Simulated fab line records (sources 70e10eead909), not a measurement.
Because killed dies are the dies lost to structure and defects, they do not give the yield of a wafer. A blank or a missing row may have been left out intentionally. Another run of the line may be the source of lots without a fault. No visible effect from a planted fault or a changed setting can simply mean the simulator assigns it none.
Chamber matching	flow nand_harc	NHARC_A_WL_FILL_ALD_19 on ald_metal-02: 4 sister chambers
The step deposits TiN, target thk 2 nm, pulse time 3 s, ald cycles 100. 4 wafers are shown with their chamber, then 8 later ones without.

## WAFERS WITH THEIR CHAMBER
wafer	chamber	heater_power_w (W)
L078.4	2	1184
L085.6	1	1049
L089.6	3	944
L092.3	0	1058

## WAFERS WITH NO CHAMBER GIVEN
wafer	heater_power_w (W)
L092.5	935
L092.6	1292
L096.2	1269
L096.3	1024
L096.5	1029
L095.3	1282
L095.5	1039
L095.6	1054

## EACH ONE'S CHAMBER
wafer	from the rows above	in truth
L092.5	can't be placed: 3 or 1 or 0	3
L092.6	2	2
L096.2	2	2
L096.3	can't be placed: 1 or 0 or 3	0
L096.5	can't be placed: 1 or 0 or 3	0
L095.3	2	2
L095.5	can't be placed: 1 or 0 or 3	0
L095.6	can't be placed: 0 or 1 or 3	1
3 of 8 placed correctly. Unplaceable from these rows: 5, with the true chamber sitting among the candidates in 5. Number placed wrongly: 0.
How it was worked out, from the rows above alone: a wafer's distance from a chamber is the root of the sum, over the readings, of the square of ((its reading less the chamber's mean) divided by the reading's scatter). If the next closest chamber is less than 2 further off than the closest, the wafer can't be placed; otherwise it belongs to the closest. The mean given for a chamber averages the wafers shown for that chamber. The scatter (one wafer shown for each chamber): square how far every hidden wafer sits from the nearest shown wafer, average those squares and take the square root.
